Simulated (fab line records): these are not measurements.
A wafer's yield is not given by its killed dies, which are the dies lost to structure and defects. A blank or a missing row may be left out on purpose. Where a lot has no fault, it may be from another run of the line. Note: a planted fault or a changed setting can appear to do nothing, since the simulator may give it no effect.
Split-lot experiment || flow n5Finfet || route with 1938 steps; 7 lots, 21 wafers read

ABOUT THE SPLIT
At N5_BEOL_M4_COAT_05 (resist thk 30 nm), the setting spinRpm was moved away from the recipe's 1500 rpm on 6 of the 21 wafers read, by -9.5% to +7.7%. This setting was run at the recipe's value on the other wafers.

The reading is taken at the split's own step.

THE READING
CAR-EUV_of_BEOL_M4_COAT_05.thkNm (the simulator's own value, which no gauge read), in nm, at N5_BEOL_M4_COAT_05 (resist thk 30 nm). The file does not state a usual value for it. The 15 wafers here that ran the recipe average 30.0 nm, standard deviation 0.13 nm.

{"wafer": "L079.1", "tool, chamber at the split": "lithoTrack-04, 0", "spinRpm as run, rpm": 1500, "against the recipe": "recipe", "CAR-EUV_of_BEOL_M4_COAT_05.thkNm, nm": 30.2, "against lot-mates on the recipe": "-"}
{"wafer": "L079.5", "tool, chamber at the split": "lithoTrack-04, 0", "spinRpm as run, rpm": 1500, "against the recipe": "recipe", "CAR-EUV_of_BEOL_M4_COAT_05.thkNm, nm": 30.2, "against lot-mates on the recipe": "-"}
{"wafer": "L079.6", "tool, chamber at the split": "lithoTrack-04, 0", "spinRpm as run, rpm": 1500, "against the recipe": "recipe", "CAR-EUV_of_BEOL_M4_COAT_05.thkNm, nm": 30.2, "against lot-mates on the recipe": "-"}
{"wafer": "L081.1", "tool, chamber at the split": "lithoTrack-01, 0", "spinRpm as run, rpm": 1500, "against the recipe": "recipe", "CAR-EUV_of_BEOL_M4_COAT_05.thkNm, nm": 30, "against lot-mates on the recipe": "-"}
{"wafer": "L081.2", "tool, chamber at the split": "lithoTrack-01, 0", "spinRpm as run, rpm": 1500, "against the recipe": "recipe", "CAR-EUV_of_BEOL_M4_COAT_05.thkNm, nm": 30, "against lot-mates on the recipe": "-"}
{"wafer": "L081.5", "tool, chamber at the split": "lithoTrack-01, 0", "spinRpm as run, rpm": 1415, "against the recipe": "-5.7%", "CAR-EUV_of_BEOL_M4_COAT_05.thkNm, nm": 30.8, "against lot-mates on the recipe": "+0.8"}
{"wafer": "L084.1", "tool, chamber at the split": "lithoTrack-01, 0", "spinRpm as run, rpm": 1500, "against the recipe": "recipe", "CAR-EUV_of_BEOL_M4_COAT_05.thkNm, nm": 29.8, "against lot-mates on the recipe": "-"}
{"wafer": "L084.2", "tool, chamber at the split": "lithoTrack-01, 0", "spinRpm as run, rpm": 1500, "against the recipe": "recipe", "CAR-EUV_of_BEOL_M4_COAT_05.thkNm, nm": 30, "against lot-mates on the recipe": "-"}
{"wafer": "L084.4", "tool, chamber at the split": "lithoTrack-01, 0", "spinRpm as run, rpm": 1500, "against the recipe": "recipe", "CAR-EUV_of_BEOL_M4_COAT_05.thkNm, nm": 30, "against lot-mates on the recipe": "-"}
{"wafer": "L087.2", "tool, chamber at the split": "lithoTrack-01, 0", "spinRpm as run, rpm": 1500, "against the recipe": "recipe", "CAR-EUV_of_BEOL_M4_COAT_05.thkNm, nm": 30, "against lot-mates on the recipe": "-"}
{"wafer": "L087.3", "tool, chamber at the split": "lithoTrack-01, 0", "spinRpm as run, rpm": 1357, "against the recipe": "-9.5%", "CAR-EUV_of_BEOL_M4_COAT_05.thkNm, nm": 31.4, "against lot-mates on the recipe": "+1.4"}
{"wafer": "L087.4", "tool, chamber at the split": "lithoTrack-01, 0", "spinRpm as run, rpm": 1357, "against the recipe": "-9.5%", "CAR-EUV_of_BEOL_M4_COAT_05.thkNm, nm": 31.4, "against lot-mates on the recipe": "+1.4"}
{"wafer": "L091.2", "tool, chamber at the split": "lithoTrack-01, 0", "spinRpm as run, rpm": 1500, "against the recipe": "recipe", "CAR-EUV_of_BEOL_M4_COAT_05.thkNm, nm": 30, "against lot-mates on the recipe": "-"}
{"wafer": "L091.5", "tool, chamber at the split": "lithoTrack-01, 0", "spinRpm as run, rpm": 1500, "against the recipe": "recipe", "CAR-EUV_of_BEOL_M4_COAT_05.thkNm, nm": 30, "against lot-mates on the recipe": "-"}
{"wafer": "L091.3", "tool, chamber at the split": "lithoTrack-01, 0", "spinRpm as run, rpm": 1421, "against the recipe": "-5.3%", "CAR-EUV_of_BEOL_M4_COAT_05.thkNm, nm": 30.8, "against lot-mates on the recipe": "+0.8"}
{"wafer": "L093.2", "tool, chamber at the split": "lithoTrack-04, 0", "spinRpm as run, rpm": 1500, "against the recipe": "recipe", "CAR-EUV_of_BEOL_M4_COAT_05.thkNm, nm": 30, "against lot-mates on the recipe": "-"}
{"wafer": "L093.4", "tool, chamber at the split": "lithoTrack-04, 0", "spinRpm as run, rpm": 1500, "against the recipe": "recipe", "CAR-EUV_of_BEOL_M4_COAT_05.thkNm, nm": 29.8, "against lot-mates on the recipe": "-"}
{"wafer": "L093.6", "tool, chamber at the split": "lithoTrack-04, 0", "spinRpm as run, rpm": 1500, "against the recipe": "recipe", "CAR-EUV_of_BEOL_M4_COAT_05.thkNm, nm": 29.8, "against lot-mates on the recipe": "-"}
{"wafer": "L096.1", "tool, chamber at the split": "lithoTrack-02, 0", "spinRpm as run, rpm": 1616, "against the recipe": "+7.7%", "CAR-EUV_of_BEOL_M4_COAT_05.thkNm, nm": 28.8, "against lot-mates on the recipe": -1.2}
{"wafer": "L096.2", "tool, chamber at the split": "lithoTrack-02, 0", "spinRpm as run, rpm": 1616, "against the recipe": "+7.7%", "CAR-EUV_of_BEOL_M4_COAT_05.thkNm, nm": 28.8, "against lot-mates on the recipe": -1.2}
{"wafer": "L096.5", "tool, chamber at the split": "lithoTrack-02, 0", "spinRpm as run, rpm": 1500, "against the recipe": "recipe", "CAR-EUV_of_BEOL_M4_COAT_05.thkNm, nm": 30, "against lot-mates on the recipe": "-"}

FIT RESULTS
A straight line over all 21 wafers: CAR-EUV_of_BEOL_M4_COAT_05.thkNm changes by -0.15 nm for each +1% of spinRpm; r = -0.98; the points scatter about the line by 0.11 nm.
The same after taking each lot's own level away (the mean of its wafers on the recipe; 21 wafers): -0.15 nm for each +1%; r = -1.00; scatter 0.056 nm.
On that fit, the largest move of spinRpm shifts the reading by 1.4 nm.
The span of the lots' own levels, 29.87 to 30.20 nm, comes to 2.6 times the standard deviation stated above.
Hence the lot-to-lot level has little effect on the slope; both slopes agree.
Check: for one of the wafers moved furthest among these (-9.5%), held out of the fit, the line's prediction against its lot-mates is +1.43 nm. Against them it came out at +1.4 nm.

OTHER SPLITS ON THESE WAFERS
Other splits were also applied to these wafers ahead of the reading. Each is held against what the fit with the lots' levels taken away leaves over:
{"other split on the same wafers": "N5_BEOL_M2_TRENCH_ETCH_37 timeS", "wafers away from the commonest value": 10, "r with CAR-EUV_of_BEOL_M4_COAT_05.thkNm (lot level and that fit taken away)": -0.30}
{"other split on the same wafers": "N5_BEOL_M3_ETCH_64 timeS", "wafers away from the commonest value": 5, "r with CAR-EUV_of_BEOL_M4_COAT_05.thkNm (lot level and that fit taken away)": "+0.09"}
{"other split on the same wafers": "N5_BEOL_M3_COAT_22 spinRpm", "wafers away from the commonest value": 8, "r with CAR-EUV_of_BEOL_M4_COAT_05.thkNm (lot level and that fit taken away)": -0.20}

FILE'S OWN FIT
CAR-EUV_of_BEOL_M4_COAT_05.thkNm changes by -0.149 nm for each +1% of spinRpm, r = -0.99.
